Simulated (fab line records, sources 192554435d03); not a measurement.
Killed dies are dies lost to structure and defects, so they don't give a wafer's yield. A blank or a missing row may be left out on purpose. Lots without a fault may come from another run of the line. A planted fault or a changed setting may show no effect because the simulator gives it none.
Problem report in the 8D (eight disciplines) form, filled by code | flow n5_finfet | the parts of the form that need people (team, actions taken, sign-off) are left out

1. THE PROBLEM
cd_nm at N5_SD_EPI_N_CD_MEAS_09 reads a mean of 94.4 nm on 6 wafers of 2 lots; wafers without a fault read 119.7 nm with a standard deviation of 0.56. That is -45 standard deviations from the usual mean.
The step: target cd 120 nm.
First seen on wafer L953.1, day 6 01:30, on cd_sem-01. The record holds 27 wafers of 9 lots with a number at this step. Rule for "out", or "out of limits": more than 4 standard deviations from the usual mean. The other wafers with a number count as sound.

2. WHAT IT IS AND WHAT IT IS NOT
question                    | is                     | is not
which readings at this step | cd_nm                  | -
which lots                  | L953, L954             | L942, L945, L947, L951, L958, L959, L962
which wafers of those lots  | all that have a number | -
read on which gauges        | cd_sem-01              | cd_sem-02, cd_sem-03
when                        | from day 6 01:30       | up to then (12 sound wafers); but 9 sound wafers of L958, L959, L962 came after

3. SUSPECTS, AND WHAT RULES EACH OUT
Counting: a tool at a process step up to the reading stays a suspect if it ran every lot that is out and no sound lot after the first of them.
- the gauge at N5_SD_EPI_N_CD_MEAS_09: ruled out. All the wafers that are out were read on cd_sem-01, but those of them that N5_SD_EPI_N_EXPOSE_06 has rows for are out there too, on other tools.
- arfi_scanner-03 at N5_SD_EPI_N_EXPOSE_06 (exposes mask SD N BLK, target cd 120 nm): kept. It ran every lot that is out, first L953 (day 6 01:22), and no sound lot after that; its last sound lot up to then is L951 (day 5 15:31). Its own readings are out on those wafers: exposure_dose_mJ_cm2.
Left after counting: arfi_scanner-03 at N5_SD_EPI_N_EXPOSE_06.

4. THE CAUSE (what the simulator had put in)
Process parameter drift: arfi_scanner-03, from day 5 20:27 on, at N5_SD_EPI_N_EXPOSE_06. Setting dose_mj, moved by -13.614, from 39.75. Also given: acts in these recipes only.
Counting left only this tool.

5. THE CHAIN OF EFFECTS, in route order
Each row: a reading whose mean over the struck wafers that have a number lies more than 3 standard deviations from the usual. Only readings for which the record gives a usual standard deviation are gone through. hours: the time from each lot's start at the first step in this table that gives one to its start at this step, as a median over the lots. sigmas: the change in usual standard deviations.
hours | step                    | reading              | usual    | on struck wafers | change | sigmas
0     | N5_SD_EPI_N_EXPOSE_06   | exposure_dose_mJ_cm2 | 39.73    | 27.49            | -12.24 | -99 or more
0     | N5_SD_EPI_N_CD_MEAS_09  | cd_nm                | 119.7 nm | 94.4             | -25.3  | -45
240   | N5_PASSIVATION_PROBE_49 | defect_limited_yield | 90.9 %   | 22.1             | -68.8  | -53
240   | N5_PASSIVATION_PROBE_49 | killed_at_front_end  | 40       | 848              | +808   | +73
240   | N5_PASSIVATION_PROBE_49 | killed_dies          | 108      | 919              | +811   | +51
240   | N5_PASSIVATION_PROBE_49 | killed_on_rim        | 14       | 148              | +134   | +37
240   | N5_PASSIVATION_PROBE_49 | sort_bin_5_function  | 5.4 %    | 73.9             | +68.5  | +76
240   | N5_PASSIVATION_PROBE_49 | sort_n_pass          | 1072     | 261              | -811   | -51
240   | N5_PASSIVATION_PROBE_49 | sort_yield_pct       | 90.9 %   | 22.1             | -68.8  | -53
The process steps in it:
- N5_SD_EPI_N_EXPOSE_06: exposes mask SD N BLK, target cd 120 nm.
- N5_PASSIVATION_PROBE_49
Later measuring or inspecting steps at which every struck wafer that the step has a row for has a number for every such reading, and none has moved that far: N5_SD_EPI_N_INSPECT_11, N5_BEOL_M4_RC_MEAS_101.

6. WHAT WOULD HAVE CAUGHT IT SOONER
In this record the first reading out of limits at a measuring or inspecting step was taken at day 6 01:30, 5 hours after the fault began at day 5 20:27.
The tool's own readings at N5_SD_EPI_N_EXPOSE_06 were out on every struck wafer that the step has a row for (exposure_dose_mJ_cm2): an alarm limit on them would have fired on the first of those.
Of the lots that are out (2), L954 began N5_SD_EPI_N_EXPOSE_06 on arfi_scanner-03 after day 6 01:30. A hold on the tool at that time would have spared it.
